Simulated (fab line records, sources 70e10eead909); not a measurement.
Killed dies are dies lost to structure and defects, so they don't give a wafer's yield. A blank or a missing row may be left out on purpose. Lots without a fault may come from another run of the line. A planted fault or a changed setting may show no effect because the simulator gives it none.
A sampling plan put to the test | flow nand_harc | one fab line, 23 faults that these records tell of, each judged on the records of the lots that it struck
The plan is the line's own looks: the steps of the route at which a gauge or an inspection reads the wafer and doesn't change it. A look can be judged if struck wafers have a number there and the file gives its usual mean and standard deviation on fault-free wafers. Caught: at a look after the fault's first step, the mean of the struck wafers lies 4 or more of those standard deviations (sigma) from the usual mean. On the tool: the same test on the tool's own readings at the fault's steps. Another recipe on the struck wafers, or a record that is blank for them alone, also counts as caught.

THE FAULTS, as the simulator had put them in
1. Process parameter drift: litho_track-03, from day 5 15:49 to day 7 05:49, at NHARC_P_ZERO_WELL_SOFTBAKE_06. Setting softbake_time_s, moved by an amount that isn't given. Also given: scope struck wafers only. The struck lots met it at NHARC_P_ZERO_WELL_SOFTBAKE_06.
2. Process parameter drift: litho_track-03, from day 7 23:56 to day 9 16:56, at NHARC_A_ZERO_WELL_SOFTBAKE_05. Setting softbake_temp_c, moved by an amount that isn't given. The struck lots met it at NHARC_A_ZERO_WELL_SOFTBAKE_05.
3. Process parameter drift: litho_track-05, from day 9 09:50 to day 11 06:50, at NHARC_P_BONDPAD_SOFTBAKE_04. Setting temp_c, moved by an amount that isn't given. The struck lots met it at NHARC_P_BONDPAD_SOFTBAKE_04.
4. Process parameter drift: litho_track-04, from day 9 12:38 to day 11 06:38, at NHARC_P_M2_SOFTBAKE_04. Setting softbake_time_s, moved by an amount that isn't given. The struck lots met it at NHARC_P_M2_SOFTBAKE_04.
5. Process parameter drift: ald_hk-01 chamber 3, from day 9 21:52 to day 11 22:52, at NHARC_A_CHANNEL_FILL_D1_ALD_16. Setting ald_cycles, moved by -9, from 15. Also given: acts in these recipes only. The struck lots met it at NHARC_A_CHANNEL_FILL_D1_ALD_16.
6. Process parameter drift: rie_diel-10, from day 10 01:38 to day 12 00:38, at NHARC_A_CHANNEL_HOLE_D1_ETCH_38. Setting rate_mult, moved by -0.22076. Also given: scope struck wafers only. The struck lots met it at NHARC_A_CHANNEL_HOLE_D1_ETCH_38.
7. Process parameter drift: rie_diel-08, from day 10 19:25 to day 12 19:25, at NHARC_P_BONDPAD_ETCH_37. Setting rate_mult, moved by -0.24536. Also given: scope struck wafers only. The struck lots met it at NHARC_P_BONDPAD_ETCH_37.
8. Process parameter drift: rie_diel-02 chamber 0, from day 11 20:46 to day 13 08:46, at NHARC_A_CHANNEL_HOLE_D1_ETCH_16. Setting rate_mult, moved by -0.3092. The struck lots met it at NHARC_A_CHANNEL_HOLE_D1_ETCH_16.
9. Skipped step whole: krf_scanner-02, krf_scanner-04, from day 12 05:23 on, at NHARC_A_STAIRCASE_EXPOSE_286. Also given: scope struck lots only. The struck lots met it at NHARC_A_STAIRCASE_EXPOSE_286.
10. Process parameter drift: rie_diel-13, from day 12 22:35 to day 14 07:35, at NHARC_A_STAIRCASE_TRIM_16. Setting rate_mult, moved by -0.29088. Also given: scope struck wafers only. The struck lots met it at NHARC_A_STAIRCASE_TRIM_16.
11. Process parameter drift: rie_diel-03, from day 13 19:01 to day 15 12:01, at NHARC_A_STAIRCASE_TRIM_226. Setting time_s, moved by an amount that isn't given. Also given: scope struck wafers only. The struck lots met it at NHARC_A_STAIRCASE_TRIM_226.
12. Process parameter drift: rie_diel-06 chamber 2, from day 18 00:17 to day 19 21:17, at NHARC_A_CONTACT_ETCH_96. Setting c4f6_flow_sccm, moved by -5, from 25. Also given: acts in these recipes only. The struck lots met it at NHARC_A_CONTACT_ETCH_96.
13. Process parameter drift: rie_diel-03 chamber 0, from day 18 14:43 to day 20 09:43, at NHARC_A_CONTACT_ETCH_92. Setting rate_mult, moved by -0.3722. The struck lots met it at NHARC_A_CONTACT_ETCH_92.
14. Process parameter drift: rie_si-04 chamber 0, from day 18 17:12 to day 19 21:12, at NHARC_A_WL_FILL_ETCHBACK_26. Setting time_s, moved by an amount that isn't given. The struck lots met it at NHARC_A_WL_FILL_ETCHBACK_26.
15. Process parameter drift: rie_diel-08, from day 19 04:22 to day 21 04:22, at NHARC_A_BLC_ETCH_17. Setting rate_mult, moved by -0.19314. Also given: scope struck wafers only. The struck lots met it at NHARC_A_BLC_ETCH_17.
16. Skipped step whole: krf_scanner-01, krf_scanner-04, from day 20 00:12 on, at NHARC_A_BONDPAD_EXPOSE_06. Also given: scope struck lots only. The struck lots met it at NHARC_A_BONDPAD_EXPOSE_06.
17. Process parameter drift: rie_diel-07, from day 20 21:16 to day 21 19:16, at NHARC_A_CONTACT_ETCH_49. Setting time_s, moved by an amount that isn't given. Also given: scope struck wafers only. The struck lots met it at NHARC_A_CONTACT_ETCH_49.
18. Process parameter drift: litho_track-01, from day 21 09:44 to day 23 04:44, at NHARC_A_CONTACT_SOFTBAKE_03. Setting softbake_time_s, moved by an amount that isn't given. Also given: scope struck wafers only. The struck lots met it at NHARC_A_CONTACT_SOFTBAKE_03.
19. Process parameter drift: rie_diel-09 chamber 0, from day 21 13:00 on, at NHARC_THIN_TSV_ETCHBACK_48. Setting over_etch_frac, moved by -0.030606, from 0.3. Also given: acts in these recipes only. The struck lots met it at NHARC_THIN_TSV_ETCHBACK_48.
20. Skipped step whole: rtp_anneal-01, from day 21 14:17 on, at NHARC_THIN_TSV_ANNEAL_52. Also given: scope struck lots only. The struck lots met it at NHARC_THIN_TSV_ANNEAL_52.
21. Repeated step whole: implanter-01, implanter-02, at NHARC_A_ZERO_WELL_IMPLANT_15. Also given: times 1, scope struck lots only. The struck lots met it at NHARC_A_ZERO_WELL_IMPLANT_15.
22. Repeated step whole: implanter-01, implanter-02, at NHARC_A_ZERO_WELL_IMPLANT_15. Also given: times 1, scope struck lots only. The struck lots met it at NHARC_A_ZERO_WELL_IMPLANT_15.
23. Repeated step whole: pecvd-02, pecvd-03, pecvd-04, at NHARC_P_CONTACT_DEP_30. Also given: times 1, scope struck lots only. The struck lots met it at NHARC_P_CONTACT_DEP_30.

WHAT THE PLAN SAW
fault | on the tool itself                               | first look that catches it                      | reading, sigma      | median hours from its first step to that look | hours from the fault's start to the first struck lot there | judged looks passed uncaught
1     | heater_power_total_W +18 sigma                   | none of the 2 looks that can be judged after it | -                   | -                                             | -                                                          | 2
2     | heater_power_total_W -6.0 sigma                  | no look after it can be judged                  | -                   | -                                             | -                                                          | 0
3     | plate_temp_C +62 sigma                           | not the one look that can be judged after it    | -                   | -                                             | -                                                          | 1
4     | heater_power_total_W +99 or beyond sigma         | not the one look that can be judged after it    | -                   | -                                             | -                                                          | 1
5     | under 2 sigma                                    | no look after it can be judged                  | -                   | -                                             | -                                                          | 0
6     | oes_product_au -15 sigma                         | not the one look that can be judged after it    | -                   | -                                             | -                                                          | 1
7     | oes_product_au -18 sigma                         | not the one look that can be judged after it    | -                   | -                                             | -                                                          | 1
8     | oes_product_au -20 sigma                         | NHARC_END_SORT_01                               | killed_at_array +73 | 275.4                                         | 283                                                        | 1
9     | no reading that can be judged                    | no look after it can be judged                  | -                   | -                                             | -                                                          | 0
10    | oes_product_au -18 sigma                         | no look after it can be judged                  | -                   | -                                             | -                                                          | 0
11    | run_length_s +39 sigma                           | no look after it can be judged                  | -                   | -                                             | -                                                          | 0
12    | c4f6_flow_sccm -63 sigma                         | none of the 2 looks that can be judged after it | -                   | -                                             | -                                                          | 2
13    | oes_product_au -5.1 sigma                        | no look after it can be judged                  | -                   | -                                             | -                                                          | 0
14    | run_length_s -10 sigma                           | no look after it can be judged                  | -                   | -                                             | -                                                          | 0
15    | oes_product_au -13 sigma                         | NHARC_END_SORT_01                               | killed_at_array +11 | 55.7                                          | 60                                                         | 0
16    | no reading that can be judged                    | no look after it can be judged                  | -                   | -                                             | -                                                          | 0
17    | run_length_s -99 or beyond sigma                 | not the one look that can be judged after it    | -                   | -                                             | -                                                          | 1
18    | heater_power_total_W +99 or beyond sigma         | no look after it can be judged                  | -                   | -                                             | -                                                          | 0
19    | under 2 sigma                                    | no look after it can be judged                  | -                   | -                                             | -                                                          | 0
20    | the tool's record is blank for the struck wafers | none of the 2 looks that can be judged after it | -                   | -                                             | -                                                          | 2
21    | under 2 sigma                                    | not the one look that can be judged after it    | -                   | -                                             | -                                                          | 1
22    | under 2 sigma                                    | no look after it can be judged                  | -                   | -                                             | -                                                          | 0
23    | under 2 sigma                                    | no look after it can be judged                  | -                   | -                                             | -                                                          | 0
A dash: the fault isn't caught, or these records don't give the number.

Caught at a look: 2 of 23. Caught on the tool: 16 of 23. By one or the other: 16 of 23.
Caught on the tool alone: faults 1, 2, 3, 4, 6, 7, 10, 11, 12, 13, 14, 17, 18, 20.
Caught by neither: faults 5, 9, 16, 19, 21, 22, 23.

THINNER SAMPLING
If the look that catches a fault measured only every second or every third lot, by lot number, the first struck lot would be measured this late in the worst case:
fault | struck lots at that look, in order of time | every lot | every second lot | every third lot
8     | L545                                       | 283 h     | may miss it      | may miss it
15    | L971, L972                                 | 60 h      | 92 h             | may miss all 2
Hours are from the fault's start to the first struck lot that is measured. The limit of 4 sigma was tested on all struck wafers together, so one lot alone may lie under it. Other struck lots may not be in these records.

THE LONGEST TIMED WAY FROM STEP TO LOOK
Fault 8: a median of 275.4 hours passes between NHARC_A_CHANNEL_HOLE_D1_ETCH_16 and NHARC_END_SORT_01. The look between them that can be judged stayed within 4 sigma: NHARC_A_CHANNEL_HOLE_D1_CD_MEAS_30.
